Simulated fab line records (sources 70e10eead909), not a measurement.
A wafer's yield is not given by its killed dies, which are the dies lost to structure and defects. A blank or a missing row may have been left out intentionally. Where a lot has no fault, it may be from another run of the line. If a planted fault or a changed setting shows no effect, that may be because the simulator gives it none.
Which tool did it? + flow nand-harc + at 1 step of a route of 1159, 12 lots with 36 wafers sampled

WHAT THE GAUGES SHOWED, per wafer
NHARC_A_ONON_D1_THK_MEAS_11: measures by ellipsometry.
| lot  | measured     | on            | thk-nm (nm)    |
|------|--------------|---------------|----------------|
| L075 | day 8 01:11  | film-metro-01 | 994 994 993    |
| L078 | day 8 07:22  | film-metro-01 | 993 991 992    |
| L079 | day 9 03:57  | film-metro-02 | 994 993 994    |
| L081 | day 9 14:08  | film-metro-02 | 1005 1006 1005 |
| L083 | day 9 20:10  | film-metro-02 | 1023 1021 1019 |
| L085 | day 10 17:22 | film-metro-01 | 986 986 987    |
| L086 | day 10 17:23 | film-metro-02 | 996 995 997    |
| L088 | day 11 11:49 | film-metro-02 | 996 992 996    |
| L092 | day 12 04:14 | film-metro-02 | 991 990 991    |
| L093 | day 12 14:27 | film-metro-02 | 1003 1002 1002 |
| L095 | day 12 14:35 | film-metro-01 | 1008 1011 1011 |
| L097 | day 13 07:14 | film-metro-01 | 1028 1026 1028 |

TOOL THAT RAN EACH LOT (tool first, then ch and the chambers of the sampled wafers, then the start)
There is no process step in the record ahead of these readings.

THE ANSWER, worked out from the rows above alone
Rule: what is usual is taken from the lots themselves. The widest of any qualifying gaps counts: lots, ordered by their means at a reading, are off when they make up no more than a third of the lots, leave a main group of 4 or more, and stand apart from it by 3 or more times the standard deviation of that group's means. Not used: any main group whose means are identical at the precision the tables above print for the reading. A lot without any number at a reading at which 4 lots or more have one is off too. Any other lot the step has rows for is counted as sound.
Nothing can be told from this: no lot is off at any reading shown.

WHAT HAD BEEN PUT IN BY THE SIMULATOR
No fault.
